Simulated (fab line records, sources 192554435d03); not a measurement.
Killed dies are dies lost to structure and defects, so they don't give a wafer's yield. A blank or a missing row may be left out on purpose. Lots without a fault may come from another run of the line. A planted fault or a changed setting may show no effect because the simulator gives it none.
One fault seen from 2 desks | flow n5_finfet | each desk has only its own numbers; what lay behind them comes last

THE METROLOGY DESK
What the gauges read, lot by lot, whatever tool the lot ran on: means of the sampled wafers that have a number. A lot is out of limits, marked OUT, if its mean lies more than 4 standard deviations from the usual mean; the brackets give that distance. Of its 10 readings 7 are shown: those that lie furthest out on some lot.
Columns: A = DIBL_N at N5_BEOL_M4_RC_MEAS_101, usual 36.4 mV/V; B = DIBL_P at N5_BEOL_M4_RC_MEAS_101, usual 35.8 mV/V; C = IOFF_P at N5_BEOL_M4_RC_MEAS_101, usual 0.21 nA/um; D = ION_N at N5_BEOL_M4_RC_MEAS_101, usual 676 uA/um; E = ION_P at N5_BEOL_M4_RC_MEAS_101, usual 465 uA/um; F = SS_P at N5_BEOL_M4_RC_MEAS_101, usual 73.4 mV/dec; G = VT_P at N5_BEOL_M4_RC_MEAS_101, usual -250 mV
lot  | first seen here | A    | B    | C    | D   | E   | F    | G
L406 | day 11 04:27    | 35.3 | 35.7 | 0.23 | 671 | 472 | 73.7 | -246
L412 | day 12 18:54    | 36.8 | 35.7 | 0.20 | 683 | 460 | 73.6 | -252
L414 | day 12 22:40    | 37.1 | 37.8 | 0.27 | 678 | 468 | 74.0 | -246
L415 | day 13 18:23    | 35.0 | 33.2 | 0.18 | 657 | 451 | 72.7 | -252
L420 | day 15 10:16    | 32.5 | 32.4 | 0.17 | 674 | 468 | 72.4 | -252
This desk's finding: nothing out of limits on any of the 5 lots.

THE TOOL OWNER'S DESK: litho_track-01
The tool's own readings at N5_FIN_SAQP_COAT_49 (time 60 s, resist thk 100 nm): means of the sampled wafers that have a number, for each lot that ran on this tool. A lot is out of limits, marked OUT, if its mean lies more than 4 standard deviations from the usual mean; the brackets give that distance.
Columns: A = spin_speed_rpm at N5_FIN_SAQP_COAT_49, usual 1499.9 rpm
lot  | first seen here | A
L406 | day 4 04:30     | 1499.9
L412 | day 5 16:05     | 1648.0 (+99 or more) OUT
L414 | day 6 04:30     | 1648.0 (+99 or more) OUT
L415 | day 6 10:12     | 1648.8 (+99 or more) OUT
This desk's finding: out of limits on L412, L414, L415; first on L412, day 5 16:05 (spin_speed_rpm at N5_FIN_SAQP_COAT_49). In limits: L406.

PUT TOGETHER
The tool owner's desk could have raised an alarm at day 5 16:05, on L412, L414, L415.
The metrology desk saw nothing out of limits.
The metrology desk has L412, L414, L415 on record, within its limits.
Of the lots named, all ran N5_FIN_SAQP_COAT_49 on litho_track-01.

WHAT THE SIMULATOR HAD PUT IN
Process parameter drift: litho_track-01, from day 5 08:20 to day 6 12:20, at N5_FIN_SAQP_COAT_49. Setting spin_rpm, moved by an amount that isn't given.
Lots struck among those shown: L412, L414, L415.
Hours from the fault's start to each desk's first reading out of limits: the tool owner's desk, 8.
